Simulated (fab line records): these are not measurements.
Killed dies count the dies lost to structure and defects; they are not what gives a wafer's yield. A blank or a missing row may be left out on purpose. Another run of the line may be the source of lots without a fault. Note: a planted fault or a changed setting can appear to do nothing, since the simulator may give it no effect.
Which tool was responsible? -- flow n5Finfet -- Sampling: 15 lots, 44 wafers, 4 of 1938 route steps

## WHAT EACH GAUGE READ, for each wafer
N5_MIM_TOP_LITHO_OVL_MEAS_11. Usual: MIM_TOP_OVL typically reads 1 nm, with standard deviation 5.3.
lot,measured,on,MIM_TOP_OVL (nm),flag
L725,day 12 03:56,overlay-01,-5 4 3,
L724,day 12 08:09,overlay-01,0 0 -4,
L729,day 12 21:02,overlay-01,-4 -5 0,
L726,day 13 00:40,overlay-01,-1 -2 -4,
L730,day 13 07:15,overlay-02,3 1 5,
L731,day 13 09:20,overlay-02,2 1 0,
L732,day 13 10:53,overlay-01,3 4 0,
L739,day 15 10:49,overlay-01,0 -3 -10,
L740,day 15 20:58,overlay-01,-2 6 -2,
L741,day 15 21:13,overlay-02,-2 12 5,
L742,day 16 12:20,overlay-02,-11 -7 -11,
L745,day 16 23:25,overlay-02,2 8 15,
L744,day 17 00:08,overlay-02,-5 -1 3,
L746,day 17 00:38,overlay-01,-1 -1,
L747,day 17 08:18,overlay-01,1 8 7,

N5_MIM_BOT_LITHO_CD_MEAS_08: the cd target is 3000 nm. Usual: cdNm reads 2998.8 nm (standard deviation 1.5).
lot,measured,on,cdNm (nm),flag
L725,day 12 04:48,cdSem-01,2997.0 2994.3 2996.3,
L724,day 12 09:08,cdSem-03,3001.3 2999.7 2998.2,
L729,day 12 21:46,cdSem-01,2998.9 3001.2 2999.4,
L726,day 13 01:29,cdSem-02,2998.7 2998.2 2995.8,
L730,day 13 08:05,cdSem-03,- - -,OFF
L731,day 13 10:05,cdSem-03,- - -,OFF
L732,day 13 11:46,cdSem-02,- - -,OFF
L739,day 15 11:32,cdSem-02,3000.0 2999.8 3000.8,
L740,day 15 21:41,cdSem-03,3000.0 2997.2 2999.8,
L741,day 15 21:56,cdSem-03,2998.9 2998.4 2998.9,
L742,day 16 13:03,cdSem-01,2998.1 2999.7 2998.4,
L745,day 17 00:10,cdSem-01,2996.9 3001.7 2998.7,
L744,day 17 01:00,cdSem-01,2997.8 2997.6 2996.5,
L746,day 17 02:00,cdSem-01,3000.5 2999.8,
L747,day 17 09:09,cdSem-01,3001.3 2999.9 3000.4,

## WHICH TOOL RAN EACH LOT (tool, then ch and the chambers of the sampled wafers, then the start)
lot,N5_MIM_TOP_ALD_02,N5_MIM_BOT_LITHO_PEB_06
L725,"aldHk-02 ch 2,3, day 12 03:56 or earlier","lithoTrack-02 ch 0, day 12 04:41"
L724,"aldHk-01 ch 0,2,3, day 12 08:09 or earlier","lithoTrack-03 ch 0, day 12 09:01"
L729,"aldHk-03 ch 0,1,2, day 12 21:02 or earlier","lithoTrack-03 ch 0, day 12 21:38"
L726,"aldHk-02 ch 0,2,3, day 13 00:40 or earlier","lithoTrack-02 ch 0, day 13 01:22"
L730,"aldHk-02 ch 2,3, day 13 07:15 or earlier","lithoTrack-01, day 13 07:58"
L731,"aldHk-01 ch 0,1,3, day 13 09:20 or earlier","lithoTrack-02, day 13 09:58"
L732,"aldHk-01 ch 1,2,3, day 13 10:53 or earlier","lithoTrack-01, day 13 11:38"
L739,"aldHk-01 ch 0,3, day 15 10:49 or earlier","lithoTrack-02 ch 0, day 15 11:25"
L740,"aldHk-01 ch 0,1, day 15 20:58 or earlier","lithoTrack-01 ch 0, day 15 21:33"
L741,"aldHk-02 ch 0,1,2, day 15 21:13 or earlier","lithoTrack-01 ch 0, day 15 21:49"
L742,"aldHk-01 ch 2,3, day 16 12:20 or earlier","lithoTrack-01 ch 0, day 16 12:56"
L745,"aldHk-01 ch 0,3, day 16 23:25 or earlier","lithoTrack-02 ch 0, day 17 00:03"
L744,"aldHk-01 ch 1,2, day 17 00:08 or earlier","lithoTrack-03 ch 0, day 17 00:53"
L746,"aldHk-03 ch 0,1, day 17 00:38 or earlier","lithoTrack-01 ch 0, day 17 01:53"
L747,"aldHk-01 ch 0,3, day 17 08:18 or earlier","lithoTrack-01 ch 0, day 17 09:02"
- N5_MIM_TOP_ALD_02: deposits Al2O3, purge time 3 s, co reactant pulse time 3 s.
- N5_MIM_BOT_LITHO_PEB_06

## AS READ BY THE TOOLS THEMSELVES (means over the sampled wafers that have a number; for cases with no such wafer, the mark the record gives instead)
N5_MIM_TOP_ALD_02. Usual: precursorPulseHeightRel reads 1.001 (standard deviation 0.019).
lot,tool,precursorPulseHeightRel,flag
L725,aldHk-02,1.014,
L724,aldHk-01,0.981,
L729,aldHk-03,1.003,
L726,aldHk-02,0.980,
L730,aldHk-02,0.992,
L731,aldHk-01,1.012,
L732,aldHk-01,1.002,
L739,aldHk-01,0.990,
L740,aldHk-01,0.994,
L741,aldHk-02,0.990,
L742,aldHk-01,0.997,
L745,aldHk-01,1.018,
L744,aldHk-01,1.024,
L746,aldHk-03,0.997,
L747,aldHk-01,0.991,

N5_MIM_BOT_LITHO_PEB_06. Usual: exhaustPa reads 44.9 Pa (standard deviation 0.96).
lot,tool,exhaustPa (Pa),flag
L725,lithoTrack-02,45.3,
L724,lithoTrack-03,44.6,
L729,lithoTrack-03,44.9,
L726,lithoTrack-02,44.7,
L730,lithoTrack-01,-,OFF
L731,lithoTrack-02,-,OFF
L732,lithoTrack-01,-,OFF
L739,lithoTrack-02,44.0,
L740,lithoTrack-01,44.5,
L741,lithoTrack-01,45.4,
L742,lithoTrack-01,44.7,
L745,lithoTrack-02,44.6,
L744,lithoTrack-03,45.6,
L746,lithoTrack-01,44.6,
L747,lithoTrack-01,45.7,

## THE ANSWER, worked out from the rows above alone
Rule: lot off if the mean of its wafers having a number is beyond 3 standard deviations from the usual mean. A lot without any number at a reading at which 4 lots or more have one is off too. Where the step has rows for the other lots, those lots are counted as sound. The gauges are gone through in route order, then the tools' own readings, and for those a lot's mean is taken as printed above. The first step at which some lot is off is used, and at that step the reading that is off furthest; a lot without a number counts as furthest.
Off at N5_MIM_BOT_LITHO_CD_MEAS_08 (cdNm): L730, L731, L732. Without a number there: L730, L731, L732.
If a tool, at a process step before that reading, ran all the lots that are off and no sound lot after the first of them, it fits. Not tried: the gauges at N5_MIM_BOT_LITHO_CD_MEAS_08; whatever is off there is also off at N5_MIM_BOT_LITHO_PEB_06, on other tools, and gauge error can't account for it. N5_MIM_TOP_ALD_02: start missing for some lots; hours and lot order therefore follow N5_MIM_TOP_LITHO_OVL_MEAS_11. No candidate that was tried fits.

## WHAT THE SIMULATOR HAD PUT IN
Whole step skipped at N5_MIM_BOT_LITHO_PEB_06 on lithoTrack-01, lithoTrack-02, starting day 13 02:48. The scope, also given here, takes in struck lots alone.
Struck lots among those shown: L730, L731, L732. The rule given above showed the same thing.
